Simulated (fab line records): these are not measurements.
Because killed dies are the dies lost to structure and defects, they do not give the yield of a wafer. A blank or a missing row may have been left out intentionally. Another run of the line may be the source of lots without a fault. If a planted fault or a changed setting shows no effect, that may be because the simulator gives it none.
Matching of chambers	flow n5 finfet	N5_MOL_CONTACT_COAG_CMP_52 on cmp-04: 4 sister chambers
The step polishes, stops on SiO2, t overpolish 1.5 s, target thk 66.5 nm. 18 wafers are shown with their chamber, then 9 later ones without.

WAFERS, EACH WITH ITS CHAMBER
wafer	chamber	motor current A (A)	time to endpoint s (s)	overpolish run s (s)
L074.4	3	13.5	15.9	1.498
L074.5	3	13.3	17.4	1.514
L074.6	0	11.2	12.6	1.492
L077.1	3	13.3	14.6	1.495
L077.2	2	12.6	13.4	1.484
L077.3	1	12.6	15.7	1.487
L078.2	2	12.7	9.6	1.491
L078.3	3	13.6	11.7	1.497
L078.6	3	13.6	12.3	1.509
L079.1	1	12.5	17.1	1.493
L079.3	2	12.6	14.6	1.502
L079.4	3	13.0	15.3	1.515
L082.1	0	10.5	13.7	1.490
L082.3	1	13.1	14.9	1.518
L082.4	3	13.3	12.6	1.508
L083.2	1	11.9	15.6	1.495
L083.5	0	10.9	9.8	1.498
L083.6	1	12.3	14.4	1.478

SIGNATURES, as means of the wafers listed above
reading	chamber 0	chamber 1	chamber 2	chamber 3	scatter within a chamber
motor current A	10.867	12.480	12.633	13.371	0.304
time to endpoint s	12.033	15.540	12.533	14.257	1.94
overpolish run s	1.49333	1.49420	1.49233	1.50514	0.0104
Rule: for a wafer and a chamber, the distance is found by dividing, reading by reading, the gap between the wafer's reading and the chamber's mean by the reading's scatter, squaring, summing and taking the root. If the next closest chamber is less than 2 further off than the closest, the wafer can't be placed; otherwise it belongs to the closest. The scatter is the square root of a quotient: the sum, over the shown wafers, of each reading's squared deviation from its chamber's mean, divided by wafers minus chambers.

WAFERS WITH NO CHAMBER GIVEN
wafer	motor current A (A)	time to endpoint s (s)	overpolish run s (s)
L084.1	12.3	12.0	1.507
L084.3	10.7	14.3	1.498
L084.6	11.9	15.2	1.507
L085.2	12.8	16.3	1.513
L085.4	13.1	13.6	1.501
L085.5	13.2	15.7	1.497
L091.4	12.5	15.2	1.512
L091.5	13.6	14.3	1.509
L091.6	12.3	11.2	1.509

EACH ONE'S CHAMBER
wafer	from the rows above	in truth
L084.1	can't be placed: 2 or 1 or 3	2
L084.3	0	0
L084.6	can't be placed: 1 or 2 or 0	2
L085.2	can't be placed: 1 or 3 or 2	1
L085.4	can't be placed: 3 or 2 or 1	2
L085.5	can't be placed: 3 or 1 or 2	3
L091.4	can't be placed: 1 or 2 or 3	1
L091.5	3	3
L091.6	can't be placed: 2 or 1 or 3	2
Correctly placed: 2 of 9. From these rows, 7 cannot be placed; in 7 the true chamber is one of the candidates. Wrongly placed: 0.
